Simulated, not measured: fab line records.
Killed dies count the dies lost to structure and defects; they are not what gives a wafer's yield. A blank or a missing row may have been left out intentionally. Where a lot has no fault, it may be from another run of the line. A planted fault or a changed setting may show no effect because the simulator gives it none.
Split-lot trial + flow n5_finfet + 21 wafers read across 7 lots, on a route 1938 steps long

== THE SPLIT ==
At N5_SD_EPI_N_PEB_07 (peb time 60 s), the setting peb_temp_c was moved away from the recipe's 110 C on 9 of the 21 wafers read, by -2.7% to -0.9%. This setting was run at the recipe's value on the other wafers.

== FROM SPLIT TO READING: 1 step shown by the file between the two ==
- N5_SD_EPI_N_DEVELOP_08: develop time 30 s (also split here: develop_time_s)

== THE READING ==
At N5_SD_EPI_N_CD_MEAS_09: cd_nm in nanometres, against a target cd of 120 nm. Fault-free wafers of this fab line usually give 120.1 nm, standard deviation 0.63 nm.

| wafer  | tool, chamber at the split | peb_temp_c as run, C | against the recipe | cd_nm, nm | against lot-mates on the recipe |
|--------|----------------------------|----------------------|--------------------|-----------|---------------------------------|
| L076.1 | litho_track-05, 0          | 110                  | recipe             | 120.6     | -                               |
| L076.3 | litho_track-05, 0          | 110                  | recipe             | 119.5     | -                               |
| L076.4 | litho_track-05, 0          | 110                  | recipe             | 119.7     | -                               |
| L086.2 | litho_track-02, 0          | 109                  | -0.9%              | 116.7     | -1.9                            |
| L086.3 | litho_track-02, 0          | 109                  | -0.9%              | 117.8     | -0.8                            |
| L086.4 | litho_track-02, 0          | 110                  | recipe             | 118.6     | -                               |
| L087.1 | litho_track-03, 0          | 107.9                | -1.9%              | 112.6     | no lot-mate on the recipe       |
| L087.2 | litho_track-03, 0          | 107.9                | -1.9%              | 113.8     | no lot-mate on the recipe       |
| L087.6 | litho_track-03, 0          | 107.9                | -1.9%              | 113.8     | no lot-mate on the recipe       |
| L089.1 | litho_track-03, 0          | 110                  | recipe             | 120.1     | -                               |
| L089.4 | litho_track-03, 0          | 107                  | -2.7%              | 110.8     | -9.3                            |
| L089.5 | litho_track-03, 0          | 107                  | -2.7%              | 111.1     | -9.0                            |
| L090.2 | litho_track-02, 0          | 110                  | recipe             | 119.7     | -                               |
| L090.4 | litho_track-02, 0          | 110                  | recipe             | 120.2     | -                               |
| L090.5 | litho_track-02, 0          | 110                  | recipe             | 119.8     | -                               |
| L092.2 | litho_track-03, 0          | 108.7                | -1.2%              | 116.5     | -3.1                            |
| L092.3 | litho_track-03, 0          | 108.7                | -1.2%              | 114.7     | -4.9                            |
| L092.4 | litho_track-03, 0          | 110                  | recipe             | 119.6     | -                               |
| L094.1 | litho_track-02, 0          | 110                  | recipe             | 120.1     | -                               |
| L094.5 | litho_track-02, 0          | 110                  | recipe             | 119.1     | -                               |
| L094.6 | litho_track-02, 0          | 110                  | recipe             | 119.9     | -                               |

FIT RESULTS
A straight line over all 21 wafers: cd_nm changes by +3.27 nm for each +1% of peb_temp_c; r = +0.98; the points scatter about the line by 0.6 nm.
The same after taking each lot's own level away (the mean of its wafers on the recipe; 18 wafers): +3.27 nm for each +1%; r = +0.97; scatter 0.74 nm.
That fit puts the effect of the largest move of peb_temp_c on the reading at 8.9 nm.
The lots' own levels span 118.60 to 120.10 nm, that is 2.4 times the standard deviation above.
The two slopes are in agreement: the lot-to-lot level therefore moves the slope only a little.
Check: for one of the wafers moved furthest among these (-2.7%), held out of the fit, the line's prediction against its lot-mates is -8.43 nm. It came out at -9.3 nm against them.

== FURTHER SPLITS ON THESE WAFERS ==
Other splits were also applied to these wafers ahead of the reading. Each is held against what the fit with the lots' levels taken away leaves over:
| other split on the same wafers        | wafers away from the commonest value | r with cd_nm (lot level and that fit taken away) |
|---------------------------------------|--------------------------------------|--------------------------------------------------|
| N5_ZERO_LAYER_PECVD_02 time_s         | 8                                    | -0.25                                            |
| N5_FIN_SAQP_PECVD_06 time_s           | 6                                    | +0.00                                            |
| N5_FIN_SAQP_EXPOSE_13 dose_mj         | 9                                    | +0.40                                            |
| N5_FIN_CUT_COAT_19 spin_rpm           | 9                                    | +0.20                                            |
| N5_SD_EPI_N_DEVELOP_08 develop_time_s | 6                                    | +0.07                                            |

== THE WHOLE CHAIN: every reading that the file lists as answering this split, in the file's order ==
| step                   | what it does                                     | reading                                                         | change (the file's fit)              | r (the file's) |
|------------------------|--------------------------------------------------|-----------------------------------------------------------------|--------------------------------------|----------------|
| N5_SD_EPI_N_CD_MEAS_09 | target cd 120 nm                                 | cd_nm                                                           | +3.19 nm for each +1% of the setting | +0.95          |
| N5_SD_EPI_N_DESCUM_14  | chemistry O2, time 7.9 s                         | SD_EPI_N.cd_nm (the simulator's own value, which no gauge read) | +3.14 nm for each +1% of the setting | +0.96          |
| N5_SD_EPI_N_ETCH_35    | etches SOC in N2/H2, overetch 108 nm, time 486 s | SD_EPI_N.cd_nm (the simulator's own value, which no gauge read) | +3.33 nm for each +1% of the setting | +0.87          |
| N5_SD_EPI_N_ETCH_45    | etches SiOCN in CH3F/O2, target depth 6 nm       | SD_EPI_N.cd_nm (the simulator's own value, which no gauge read) | +3.37 nm for each +1% of the setting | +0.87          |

== THE FILE'S OWN FIT ==
cd_nm changes by +3.19 nm for each +1% of peb_temp_c, r = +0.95.
